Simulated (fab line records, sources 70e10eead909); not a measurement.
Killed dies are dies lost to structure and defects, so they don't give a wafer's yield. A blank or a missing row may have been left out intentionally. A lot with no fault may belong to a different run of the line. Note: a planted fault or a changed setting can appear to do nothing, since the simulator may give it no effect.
Chamber matching + flow nand harc + 4 sister chambers for NHARC_P_M1_ETCH_28 on rie diel-06
The step etches the open film in CF4/N2, target depth 30 nm, time 72.99 s. 8 wafers are shown with their chamber, then 8 later ones without.

== WAFERS, EACH WITH ITS CHAMBER ==
| wafer  | chamber | drypump motor current A (A) | rf vpp V (V) |
|--------|---------|-----------------------------|--------------|
| L622.1 | 3       | 5.2                         | 315.0        |
| L622.3 | 1       | 5.5                         | 312.3        |
| L623.6 | 3       | 5.3                         | 313.2        |
| L625.1 | 1       | 5.6                         | 311.6        |
| L625.3 | 2       | 5.8                         | 317.2        |
| L625.4 | 0       | 6.4                         | 311.8        |
| L627.3 | 0       | 6.4                         | 311.8        |
| L627.6 | 2       | 5.8                         | 317.5        |

== WAFERS MISSING THEIR CHAMBER ==
| wafer  | drypump motor current A (A) | rf vpp V (V) |
|--------|-----------------------------|--------------|
| L629.3 | 6.4                         | 311.7        |
| L629.6 | 5.6                         | 310.2        |
| L636.4 | 5.8                         | 315.5        |
| L636.5 | 6.3                         | 310.8        |
| L636.6 | 5.3                         | 314.9        |
| L637.2 | 5.3                         | 313.6        |
| L637.4 | 5.6                         | 309.9        |
| L637.6 | 5.6                         | 312.3        |

== THE CHAMBER EACH PASSED THROUGH ==
| wafer  | from the rows above | in truth |
|--------|---------------------|----------|
| L629.3 | 0                   | 0        |
| L629.6 | 1                   | 1        |
| L636.4 | 2                   | 2        |
| L636.5 | 0                   | 0        |
| L636.6 | 3                   | 3        |
| L637.2 | 3                   | 3        |
| L637.4 | 1                   | 1        |
| L637.6 | 1                   | 1        |
Correctly placed: 8 of 8. Number that these rows cannot place: 0. 0 placed wrongly.
How it was worked out, from the rows above alone: a wafer's distance from a chamber is the root of the sum, over the readings, of the square of ((its reading less the chamber's mean) divided by the reading's scatter). The wafer belongs to the nearest chamber; if the next one is less than 2 further off, it can't be placed. Each chamber's mean is taken over the wafers shown for it. The scatter: the root of (the sum of the squares of (reading less its chamber's mean) over the shown wafers, divided by (wafers less chambers)).
